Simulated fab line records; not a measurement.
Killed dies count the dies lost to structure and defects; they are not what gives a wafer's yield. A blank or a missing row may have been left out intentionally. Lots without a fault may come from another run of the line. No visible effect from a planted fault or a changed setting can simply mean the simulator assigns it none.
Struck lot and sound lot, side by side :: flow n5 finfet :: 41 out of 1938 route steps
Sound: wafers L735.1, L735.3, L735.6. Struck: wafer L736.1. (L736.2, L736.3 of the same lot were not struck and are left out.) The cause comes at the end.
For every step that has rows: the tool of each side, followed by ch and its chambers, followed by its first start. Under that, the readings that differ: sound wafers :: struck wafers :: difference of the means :: sigmas: that difference in standard deviations of wafers without a fault.
alike: words and numbers the same on both sides, and readings whose means are apart by under 2 such deviations; not compared: readings that were withheld, readings missing a value for some wafer, numbers with overlapping values and no deviation given by the record, and bounds like >300 which may hide the same value.
Wherever a step has rows on one side only, a row that says differs or no value, or a row with sigmas, the two part there. Numbers that have no deviation but don't overlap get no sigmas and don't part them. Lack of a reading on every wafer of one side parts them only where that side has two or more wafers.

first, 9 steps without rows for these wafers: N5_BEOL_M0_SAQP_EXPOSE_11 (exposes mask M0 CORE, target cd 42 nm); N5_BEOL_M0_SAQP_PEB_12 (peb time 60 s); N5_BEOL_M0_SAQP_DEVELOP_13 (develop time 30 s); N5_BEOL_M0_SAQP_DESCUM_19 (chemistry O2, time 7.9 s); N5_BEOL_M0_SAQP_ETCH_83 (etches SiARC in CF4, target depth 39 nm, time 65 s); N5_BEOL_M0_SAQP_ETCH_84 (etches SOC in N2/H2, target depth 100 nm, overetch 20 nm, time 150 s); N5_BEOL_M0_SAQP_STRIP_80 (strips in N2/H2); N5_BEOL_M0_SAQP_HM_OPEN_112 (chemistry CHF3/O2, target SiO2, stops on a-Si, target depth 12 nm, time 13.5 s); N5_BEOL_M0_SAQP_STRIP_113 (strips in CHF3/O2).
N5_BEOL_M0_SAQP_MANDREL_ETCH_20: etches a-Si in HBr/Cl2, stops on SiNx, target depth 60 nm, bt time 10 s, time 30 s.
  sound on rie si-05 ch 0,1,3, day 7 06:39; struck on rie si-05 ch 2, day 7 15:56
  alike: drypump motor current A, he backside leak sccm, oes product au, throttle valve pct
  not compared: rf hours counter h
then, 27 steps without rows for these wafers: N5_BEOL_M0_SAQP_STRIP_86 (strips in N2/H2); N5_BEOL_M0_SAQP_STRIP_115 (strips in post etch residue remover, time 60 s); N5_BEOL_M0_SAQP_SRD_93 (time 30 s); N5_BEOL_M0_SAQP_RECESS_114 (chemistry HF/NH3, target SiO2, target depth 14.4 nm, afs cycles 3, sublimation time 60 s); N5_BEOL_M0_SAQP_SPACER1_ALD_98 (deposits SiO2, target thk 12.8 nm, pulse time 1 s, purge time 2 s); N5_BEOL_M0_SAQP_SPACER1_ETCHBACK_99 (etches SiO2 in CHF3/O2, target depth 15.4 nm, time 7.7 s); N5_BEOL_M0_SAQP_MANDREL1_REMOVE_100 (chemistry HBr/Cl2/O2, target a-Si, stops on SiNx, bt time 10 s); N5_BEOL_M0_SAQP_ETCH_101 (etches SiNx in CH3F/O2, target depth 29.9 nm, time 42.7 s); N5_BEOL_M0_SAQP_ETCH_102 (etches SiO2 in CF4, target depth 4 nm, time 4.4 s); N5_BEOL_M0_SAQP_MANDREL_ETCH_103 (etches a-Si in HBr/Cl2, stops on SiCN, target depth 45 nm, bt time 10 s, time 27 s); N5_BEOL_M0_SAQP_RECESS_104 (chemistry HF/NH3, target SiO2, target depth 18 nm, afs cycles 3, sublimation time 60 s); N5_BEOL_M0_SAQP_COAT_105 (time 60 s, resist thk 100 nm); N5_BEOL_M0_SAQP_ETCH_106 (etches SOC in N2/H2, stops on SiNx, target depth 150 nm); N5_BEOL_M0_SAQP_ETCH_107 (etches SiNx in CH3F/O2, target depth 30 nm); N5_BEOL_M0_SAQP_STRIP_108 (strips in N2/H2); N5_BEOL_M0_SAQP_RECESS_109 (chemistry HF/NH3, target SiO2, target depth 3 nm, afs cycles 1, sublimation time 60 s); N5_BEOL_M0_SAQP_SPACER2_ALD_26 (deposits SiO2, target thk 15 nm, pulse time 1 s, purge time 2 s); N5_BEOL_M0_SAQP_SPACER2_ETCHBACK_27 (etches SiO2 in CHF3/O2, target depth 22.5 nm, time 11.25 s); N5_BEOL_M0_SAQP_MANDREL2_REMOVE_110 (chemistry HBr/Cl2/O2, target a-Si, stops on SiCN, bt time 10 s); N5_BEOL_M0_SAQP_COAT_69 (time 60 s, resist thk 90 nm); N5_BEOL_M0_SAQP_COAT_72 (time 60 s, resist thk 15 nm); N5_BEOL_M0_SAQP_COAT_87 (time 60 s, resist thk 5 nm); N5_BEOL_M0_SAQP_COAT_34 (resist thk 30 nm); N5_BEOL_M0_SAQP_EBR_36; N5_BEOL_M0_SAQP_SOFTBAKE_35 (time 60 s); N5_BEOL_M0_SAQP_EXPOSE_37 (exposes mask M0 CUT1, target cd 30 nm); N5_BEOL_M0_SAQP_PEB_38 (peb time 60 s).
N5_BEOL_M0_SAQP_INSPECT_42: inspects for defects (brightfield).
  sound: defect inspect-01 at day 7 10:13; struck: defect inspect-01 at day 7 19:34
reading: raw defect count
sound: 250 200 222
struck: 1516
difference: +1292
sigmas: +16
N5_BEOL_M0_CUTY_INSPECT_59: inspects for defects (macro).
  sound: defect inspect-01 at day 7 11:58; struck: defect inspect-01 at day 7 21:13
reading: raw defect count
sound: 2 0 2
struck: >300
difference: differs
sigmas: 
-- a jump in the record: the struck wafers' starts before and after are 2 days apart (it breaks off in module BEOL_M0_CUTY and resumes in module BEOL_M4, where the first step shown is number 1111 of the route) --
N5_BEOL_M4_RC_MEAS_101:
  sound on prober-01 ch 0, day 9 17:04; struck on prober-02 ch 0, day 9 21:35
  alike: DIBL_N, DIBL_P, IOFF_N, IOFF_P, ION_N, ION_P, SS_N, SS_P, VT_N, VT_P
-- a jump in the record: the struck wafers' starts before and after are 4 days apart (it breaks off in module BEOL_M4 and resumes in module PASSIVATION, where the first step shown is number 1936 of the route) --
N5_PASSIVATION_PROBE_49:
  sound: prober-01 at day 14 08:21; struck: prober-02 at day 14 02:22
reading: defect limited yield (%)
sound: 89.7 91.7 93.4
struck: 79.9
difference: -11.7
sigmas: -8

reading: killed_at_M0_to_M3
sound: 40 37 22
struck: 184
difference: +151
sigmas: +17

reading: killed dies
sound: 121 98 78
struck: 237
difference: +138
sigmas: +8

reading: killed on rim
sound: 10 7 9
struck: 27
difference: +18
sigmas: +4

reading: sort_bin_5_function (%)
sound: 6.2 4.7 3.7
struck: 11.5
difference: +6.6
sigmas: +7

reading: sort_bin_6_memory (%)
sound: 3.7 3.1 2.7
struck: 4.7
difference: +1.5
sigmas: +2

reading: sort n pass
sound: 1059 1082 1102
struck: 943
difference: -138
sigmas: -8

reading: sort yield pct (%)
sound: 89.7 91.7 93.4
struck: 79.9
difference: -11.7
sigmas: -8
  alike: killed_at_M4_up, killed at contacts, killed at front end, killed at other, killed open, killed short

== WHERE THEY PART ==
At N5_BEOL_M0_SAQP_INSPECT_42 first; at N5_PASSIVATION_PROBE_49 last (within this record only).

WHY: what the simulator had put in
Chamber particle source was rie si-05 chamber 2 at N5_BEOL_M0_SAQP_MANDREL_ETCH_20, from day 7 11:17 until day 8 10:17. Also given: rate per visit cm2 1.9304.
